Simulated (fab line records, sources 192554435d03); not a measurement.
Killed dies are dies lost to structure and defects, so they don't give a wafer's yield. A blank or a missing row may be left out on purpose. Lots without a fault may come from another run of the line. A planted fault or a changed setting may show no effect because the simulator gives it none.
Split-lot experiment | flow n5_finfet | 7 lots, 21 wafers read, on a route of 1938 steps

THE SPLIT
At N5_BEOL_M9_COAT_75 (time 60 s, resist thk 5 nm), the setting spin_rpm was moved away from the recipe's 1500 rpm on 10 of the 21 wafers read, by -8.1% to +11.1%. The other wafers ran this setting at the recipe's value.

FROM THE SPLIT TO THE READING: what the file shows between them, 3 steps
- N5_BEOL_M9_COAT_22: resist thk 30 nm
- N5_BEOL_M9_EBR_24
- N5_BEOL_M9_DESCUM_33: chemistry O2, time 7 s

THE READING
etch.depth_nm (the simulator's own value, which no gauge read), in nm, at N5_BEOL_M9_ETCH_76 (etches underlayer in N2/H2, target depth 6.5 nm, time 5.2 s). The file gives no usual value for it. The 11 wafers here that ran the recipe average 5.004 nm, standard deviation 0.012 nm.

wafer  | tool, chamber at the split | spin_rpm as run, rpm | against the recipe | etch.depth_nm, nm | against lot-mates on the recipe
L078.3 | litho_track-01, 0          | 1617                 | +7.8%              | 4.811             | no lot-mate on the recipe
L078.4 | litho_track-01, 0          | 1617                 | +7.8%              | 4.824             | no lot-mate on the recipe
L078.5 | litho_track-01, 0          | 1617                 | +7.8%              | 4.817             | no lot-mate on the recipe
L077.1 | litho_track-05, 0          | 1500                 | recipe             | 4.988             | -
L077.5 | litho_track-05, 0          | 1500                 | recipe             | 4.988             | -
L077.6 | litho_track-05, 0          | 1500                 | recipe             | 4.993             | -
L076.2 | litho_track-01, 0          | 1666                 | +11.1%             | 4.742             | -0.248
L076.5 | litho_track-01, 0          | 1500                 | recipe             | 4.99              | -
L076.6 | litho_track-01, 0          | 1666                 | +11.1%             | 4.769             | -0.221
L086.3 | litho_track-04, 0          | 1635                 | +9.0%              | 4.778             | no lot-mate on the recipe
L086.4 | litho_track-04, 0          | 1635                 | +9.0%              | 4.765             | no lot-mate on the recipe
L086.6 | litho_track-04, 0          | 1635                 | +9.0%              | 4.771             | no lot-mate on the recipe
L087.3 | litho_track-04, 0          | 1500                 | recipe             | 5.003             | -
L087.5 | litho_track-04, 0          | 1500                 | recipe             | 5.018             | -
L087.6 | litho_track-04, 0          | 1500                 | recipe             | 5.024             | -
L089.2 | litho_track-04, 0          | 1423                 | -5.1%              | 5.154             | +0.140
L089.4 | litho_track-04, 0          | 1500                 | recipe             | 5.019             | -
L089.6 | litho_track-04, 0          | 1500                 | recipe             | 5.008             | -
L096.2 | litho_track-04, 0          | 1500                 | recipe             | 5.009             | -
L096.5 | litho_track-04, 0          | 1500                 | recipe             | 5.009             | -
L096.6 | litho_track-04, 0          | 1378                 | -8.1%              | 5.219             | +0.210

THE FIT
A straight line over all 21 wafers: etch.depth_nm changes by -0.0248 nm for each +1% of spin_rpm; r = -0.99; the points scatter about the line by 0.015 nm.
The same after taking each lot's own level away (the mean of its wafers on the recipe; 15 wafers): -0.0227 nm for each +1%; r = -0.99; scatter 0.012 nm.
On that fit, the largest move of spin_rpm shifts the reading by 0.25 nm.
The lots' own levels span 4.9897 to 5.0150 nm, that is 2.0 times the standard deviation above.
So the lot-to-lot level changes the slope little: the two slopes agree.
Check: with one of the wafers moved furthest among these (+11.1%) left out of the fit, the line predicts -0.245 nm for it against its lot-mates. It came out at -0.248 nm against them.

OTHER SPLITS ON THESE WAFERS
These wafers also went through other splits before the reading. Each is held against what the fit with the lots' levels taken away leaves over:
other split on the same wafers       | wafers away from the commonest value | r with etch.depth_nm (lot level and that fit taken away)
N5_BEOL_M4_COAT_05 spin_rpm          | 7                                    | -0.10
N5_BEOL_M5_VIA_ETCH_34 source_w      | 5                                    | +0.05
N5_BEOL_M5_TRENCH_ETCH_37 source_w   | 9                                    | -0.52
N5_BEOL_M6_ETCH_62 time_s            | 10                                   | +0.30
N5_BEOL_M6_COAT_22 spin_rpm          | 7                                    | -0.52
N5_BEOL_M6_ETCH_66 bias_w            | 7                                    | -0.13
N5_BEOL_M8_COAT_59 spin_rpm          | 4                                    | +0.06
N5_BEOL_M8_DEVELOP_10 develop_time_s | 7                                    | -0.21
N5_BEOL_M9_COAT_60 spin_rpm          | 4                                    | +0.17

THE FILE'S OWN FIT
etch.depth_nm changes by -0.0234 nm for each +1% of spin_rpm, r = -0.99.
